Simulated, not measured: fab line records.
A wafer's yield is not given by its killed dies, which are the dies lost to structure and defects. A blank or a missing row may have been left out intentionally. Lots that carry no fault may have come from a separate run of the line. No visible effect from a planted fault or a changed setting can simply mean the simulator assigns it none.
The same fault as seen by 2 desks :: flow n5_finfet :: each desk has only its own numbers; what lay behind them comes last

## FROM THE METROLOGY DESK
Lot by lot, what the gauges showed, no matter which tool ran the lot: averages of those sampled wafers that carry a number. If a lot's mean is further than 4 standard deviations from the usual mean, the lot is out of limits and carries the mark OUT (the distance appears in the brackets).
Columns: A = V5_OVL at N5_BEOL_M6_OVL_MEAS_29, usual 0.2 nm
lot: L394
first seen here: day 8 12:08
A: 0.9

lot: L395
first seen here: day 8 19:19
A: 0.2

lot: L396
first seen here: day 9 00:30
A: -0.1

lot: L397
first seen here: day 9 11:38
A: 0.0

lot: L398
first seen here: day 9 22:01
A: 0.5

lot: L400
first seen here: day 10 02:41
A: 0.6

lot: L403
first seen here: day 10 12:54
A: 0.4

lot: L401
first seen here: day 10 12:57
A: -0.9

lot: L408
first seen here: day 12 02:52
A: -0.2

lot: L412
first seen here: day 13 04:57
A: 0.2

lot: L414
first seen here: day 14 06:58
A: -0.2
This desk's verdict: no lot among the 11 shows anything out of limits.

## THE TOOL OWNER'S DESK: rie_diel-05
The tool's own readings at N5_BEOL_M6_ETCH_66 (etches SOC in N2/H2, target depth 80 nm, overetch 16 nm, time 120 s): means of the sampled wafers that have a number, for each lot that ran on this tool. If a lot's mean is further than 4 standard deviations from the usual mean, the lot is out of limits and carries the mark OUT (the distance appears in the brackets).
Columns: A = drypump_motor_current_A at N5_BEOL_M6_ETCH_66, usual 5.8 A; B = n2_flow_sccm at N5_BEOL_M6_ETCH_66, usual 200.0 sccm; C = oes_product_au at N5_BEOL_M6_ETCH_66, usual 0.60 a.u.; D = rf_fwd_power_W at N5_BEOL_M6_ETCH_66, usual 835.8 W; E = rf_vpp_V at N5_BEOL_M6_ETCH_66, usual 524.3 V; F = showerhead_plenum_p_Torr at N5_BEOL_M6_ETCH_66, usual 2.56 Torr; G = throttle_valve_pct at N5_BEOL_M6_ETCH_66, usual 17.91 %
lot: L397
first seen here: day 9 11:48
A: 6.1
B: 199.7
C: 0.59
D: 835.9
E: 524.6
F: 2.55
G: 17.83

lot: L403
first seen here: day 10 13:04
A: 5.9
B: 199.9
C: 0.57
D: 835.6
E: 523.3
F: 2.53
G: 17.83

lot: L408
first seen here: day 12 03:08
A: 6.0
B: 199.9
C: 0.58
D: 900.5 (+26) OUT
E: 511.9 (-6.2) OUT
F: 2.54
G: 17.96
This desk's verdict: out of limits on L408, starting with L408 at day 12 03:08 (rf_fwd_power_W at N5_BEOL_M6_ETCH_66). L397, L403: within limits.

## TAKEN TOGETHER
At day 12 03:08, on L408, the tool owner's desk was in a position to raise an alarm.
Nothing out of limits was seen by the metrology desk.
The metrology desk holds a record of L408, inside its limits.
N5_BEOL_M6_ETCH_66 was run on rie_diel-05 by each of the lots named.

## WHAT HAD BEEN PUT IN BY THE SIMULATOR
rie_diel-05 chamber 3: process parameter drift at N5_BEOL_M6_ETCH_66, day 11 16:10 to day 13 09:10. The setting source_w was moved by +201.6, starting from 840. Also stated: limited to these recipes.
Shown lots that were struck: L408.
Hours from the fault's start to each desk's first reading out of limits: the tool owner's desk, 11.
